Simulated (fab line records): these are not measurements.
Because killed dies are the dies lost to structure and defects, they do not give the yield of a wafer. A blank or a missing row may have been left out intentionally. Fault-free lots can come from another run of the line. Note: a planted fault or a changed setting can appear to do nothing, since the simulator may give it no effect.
Check for tools in common + flow nand-harc + Lots sampled 12, wafers sampled 36

== REASON IT WAS OPENED ==
Flagged at NHARC_A_ONON_D1_THK_MEAS_14: reading thk-nm, on 2 of 12 lots. No-fault wafers: 1000 nm, standard deviation 11.
Rule: flag the lot when none of its wafers has a number, or when each of its wafers that has one lies beyond 4 standard deviations from that mean. The other lots count as sound.

| lot  | measured     | on            | thk-nm (nm), wafer by wafer | flag    |
|------|--------------|---------------|-----------------------------|---------|
| L745 | day 7 14:46  | film-metro-01 | 999 997 998                 |         |
| L747 | day 8 08:07  | film-metro-01 | 996 997 997                 |         |
| L746 | day 8 08:08  | film-metro-02 | 1009 1008 1006              |         |
| L748 | day 8 23:51  | film-metro-02 | 997 998 997                 |         |
| L752 | day 10 20:04 | film-metro-01 | 1001 1000 1001              |         |
| L755 | day 12 00:52 | film-metro-02 | 1535 1534 1531              | FLAGGED |
| L758 | day 13 01:07 | film-metro-01 | 1526 1526 1526              | FLAGGED |
| L761 | day 14 12:40 | film-metro-01 | 994 993 993                 |         |
| L764 | day 15 20:07 | film-metro-01 | 999 998 999                 |         |
| L765 | day 16 01:28 | film-metro-02 | 1006 1009 1008              |         |
| L766 | day 16 12:21 | film-metro-02 | 984 985 986                 |         |
| L767 | day 16 21:54 | film-metro-01 | 987 986 987                 |         |
The mean of the flagged lots' numbers is 1530 nm, +530 nm from the usual (+48 standard deviations).

== WHICH TOOL RAN EACH LOT ==
Before the reading, the record contains 3 process steps out of a 1302-step route. Read each cell as the tool, then ch plus the chambers that the sampled wafers visited, then the start.
| lot  | flag    | NHARC_A_ZERO_WELL_ETCH_19          | NHARC_A_ZERO_WELL_RTA_16         | NHARC_A_ONON_D1_DEP_12           |
|------|---------|------------------------------------|----------------------------------|----------------------------------|
| L745 |         | rie-diel-04 ch 0,2,3, day 6 14:40  | rtp-anneal-02 ch 0, day 6 15:43  | pecvd-onon-04 ch 0, day 7 14:16  |
| L747 |         | rie-diel-12 ch 1,2,3, day 7 07:57  | rtp-anneal-01 ch 0, day 7 08:58  | pecvd-onon-02 ch 0, day 8 07:37  |
| L746 |         | rie-diel-12 ch 0,3, day 7 08:46    | rtp-anneal-01 ch 0, day 7 09:47  | pecvd-onon-03 ch 0, day 8 07:38  |
| L748 |         | rie-diel-12 ch 1,2,3, day 7 21:03  | rtp-anneal-01 ch 0, day 7 22:04  | pecvd-onon-04 ch 0, day 8 23:20  |
| L752 |         | rie-diel-12 ch 0,3, day 9 19:41    | rtp-anneal-01 ch 0, day 9 20:47  | pecvd-onon-04 ch 0, day 10 19:43 |
| L755 | FLAGGED | rie-diel-12 ch 1,3, day 10 23:33   | rtp-anneal-02 ch 0, day 11 00:34 | pecvd-onon-04 ch 0, day 12 00:22 |
| L758 | FLAGGED | rie-diel-12 ch 2,3, day 12 01:04   | rtp-anneal-01 ch 0, day 12 02:11 | pecvd-onon-04 ch 0, day 13 00:47 |
| L761 |         | rie-diel-12 ch 0,1,3, day 13 12:14 | rtp-anneal-02 ch 0, day 13 13:19 | pecvd-onon-02 ch 0, day 14 12:10 |
| L764 |         | rie-diel-12 ch 1,3, day 14 20:05   | rtp-anneal-01 ch 0, day 14 21:07 | pecvd-onon-03 ch 0, day 15 19:40 |
| L765 |         | rie-diel-12 ch 1,2,3, day 15 01:02 | rtp-anneal-01 ch 0, day 15 02:04 | pecvd-onon-03 ch 0, day 16 00:58 |
| L766 |         | rie-diel-04 ch 1,2,3, day 15 12:47 | rtp-anneal-01 ch 0, day 15 13:50 | pecvd-onon-04 ch 0, day 16 11:54 |
| L767 |         | rie-diel-12 ch 0,1, day 15 21:26   | rtp-anneal-02 ch 0, day 15 22:29 | pecvd-onon-04 ch 0, day 16 21:27 |
What the steps here do:
- NHARC_A_ZERO_WELL_ETCH_19: etches the open film in N2/H2, target depth 80 nm, overetch 24 nm, time 87.88 s.
- NHARC_A_ZERO_WELL_RTA_16: time 10 s.
- NHARC_A_ONON_D1_DEP_12: target thk 1000 nm.
- NHARC_A_ONON_D1_THK_MEAS_14: measures by ellipsometry.

== FLAGGED OVER TOTAL, TOOL BY TOOL (the gauges that took the reading come last) ==
| step                        | tool          | lots run | flagged | share of the flagged lots | sound lots run after its first flagged lot |
|-----------------------------|---------------|----------|---------|---------------------------|--------------------------------------------|
| NHARC_A_ZERO_WELL_ETCH_19   | rie-diel-04   | 2        | 0       | none                      | -                                          |
| NHARC_A_ZERO_WELL_ETCH_19   | rie-diel-12   | 10       | 2       | all                       | 4 (L761,L764,L765,L767)                    |
| NHARC_A_ZERO_WELL_RTA_16    | rtp-anneal-01 | 8        | 1       | some                      | 3 (L764,L765,L766)                         |
| NHARC_A_ZERO_WELL_RTA_16    | rtp-anneal-02 | 4        | 1       | some                      | 2 (L761,L767)                              |
| NHARC_A_ONON_D1_DEP_12      | pecvd-onon-02 | 2        | 0       | none                      | -                                          |
| NHARC_A_ONON_D1_DEP_12      | pecvd-onon-03 | 3        | 0       | none                      | -                                          |
| NHARC_A_ONON_D1_DEP_12      | pecvd-onon-04 | 7        | 2       | all                       | 2 (L766,L767)                              |
| NHARC_A_ONON_D1_THK_MEAS_14 | film-metro-01 | 7        | 1       | some                      | 3 (L761,L764,L767)                         |
| NHARC_A_ONON_D1_THK_MEAS_14 | film-metro-02 | 5        | 1       | some                      | 2 (L765,L766)                              |

== WHAT THE TABLE PERMITS ==
Rows of the table that ran all the flagged lots, 2 in number: rie-diel-12 at NHARC_A_ZERO_WELL_ETCH_19; pecvd-onon-04 at NHARC_A_ONON_D1_DEP_12.
- rie-diel-12 at NHARC_A_ZERO_WELL_ETCH_19 ran 10 lots, 2 of them flagged. Sound lots followed the first flagged one (L761, L764, L765, L767) on it, something a lasting fault affecting the whole tool could not allow.
- pecvd-onon-04 at NHARC_A_ONON_D1_DEP_12 ran 7 lots, 2 of them flagged. Sound lots followed the first flagged one (L766, L767) on it, something a lasting fault affecting the whole tool could not allow.
Every row of the table either missed a flagged lot or ran a sound lot after the first.

== WHAT THE SIMULATOR HAD PUT IN ==
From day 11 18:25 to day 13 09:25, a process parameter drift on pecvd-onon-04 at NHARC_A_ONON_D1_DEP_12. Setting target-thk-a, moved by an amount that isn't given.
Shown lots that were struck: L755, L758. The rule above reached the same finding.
